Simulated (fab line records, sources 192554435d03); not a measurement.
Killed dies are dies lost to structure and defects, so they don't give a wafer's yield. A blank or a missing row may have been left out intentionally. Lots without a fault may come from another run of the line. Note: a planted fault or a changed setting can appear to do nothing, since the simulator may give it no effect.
Chamber matching || flow n5 finfet || 3 sister chambers for N5_BEOL_M11_CURE_71 on uv cure-03
The step cures SiCOH lowk, time 240 s. 3 wafers are shown with their chamber, then 9 later ones without.

## WAFERS PAIRED WITH THEIR CHAMBERS
{"wafer": "L082.6", "chamber": 2, "lamp power pct (%)": 52.33}
{"wafer": "L085.6", "chamber": 0, "lamp power pct (%)": 52.29}
{"wafer": "L092.4", "chamber": 1, "lamp power pct (%)": 52.32}

## WAFERS WITH NO CHAMBER GIVEN
{"wafer": "L094.2", "lamp power pct (%)": 52.22}
{"wafer": "L094.3", "lamp power pct (%)": 52.36}
{"wafer": "L094.5", "lamp power pct (%)": 52.36}
{"wafer": "L095.1", "lamp power pct (%)": 52.31}
{"wafer": "L095.3", "lamp power pct (%)": 52.39}
{"wafer": "L095.4", "lamp power pct (%)": 52.43}
{"wafer": "L097.1", "lamp power pct (%)": 52.39}
{"wafer": "L097.3", "lamp power pct (%)": 52.40}
{"wafer": "L097.5", "lamp power pct (%)": 52.27}

## THE CHAMBER EACH PASSED THROUGH
{"wafer": "L094.2", "from the rows above": "can't be placed: 0 or 1 or 2", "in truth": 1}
{"wafer": "L094.3", "from the rows above": "can't be placed: 2 or 1 or 0", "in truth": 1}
{"wafer": "L094.5", "from the rows above": "can't be placed: 2 or 1 or 0", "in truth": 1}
{"wafer": "L095.1", "from the rows above": "can't be placed: 1 or 2 or 0", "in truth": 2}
{"wafer": "L095.3", "from the rows above": "can't be placed: 2 or 1 or 0", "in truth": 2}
{"wafer": "L095.4", "from the rows above": "can't be placed: 2 or 1 or 0", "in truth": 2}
{"wafer": "L097.1", "from the rows above": "can't be placed: 2 or 1 or 0", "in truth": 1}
{"wafer": "L097.3", "from the rows above": "can't be placed: 2 or 1 or 0", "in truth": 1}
{"wafer": "L097.5", "from the rows above": "can't be placed: 0 or 1 or 2", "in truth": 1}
Placed correctly: 0 of 9. Cannot be placed on the basis of these rows: 9; the candidates contain the true chamber in 9. Wrongly placed: 0.
How it was worked out, from the rows above alone: a wafer's distance from a chamber is the root of the sum, over the readings, of the square of ((its reading less the chamber's mean) divided by the reading's scatter). The wafer belongs to the nearest chamber; if the next one is less than 2 further off, it can't be placed. Each chamber's mean is taken over the wafers shown for it. The scatter (one wafer shown for each chamber): square how far every hidden wafer sits from the nearest shown wafer, average those squares and take the square root.
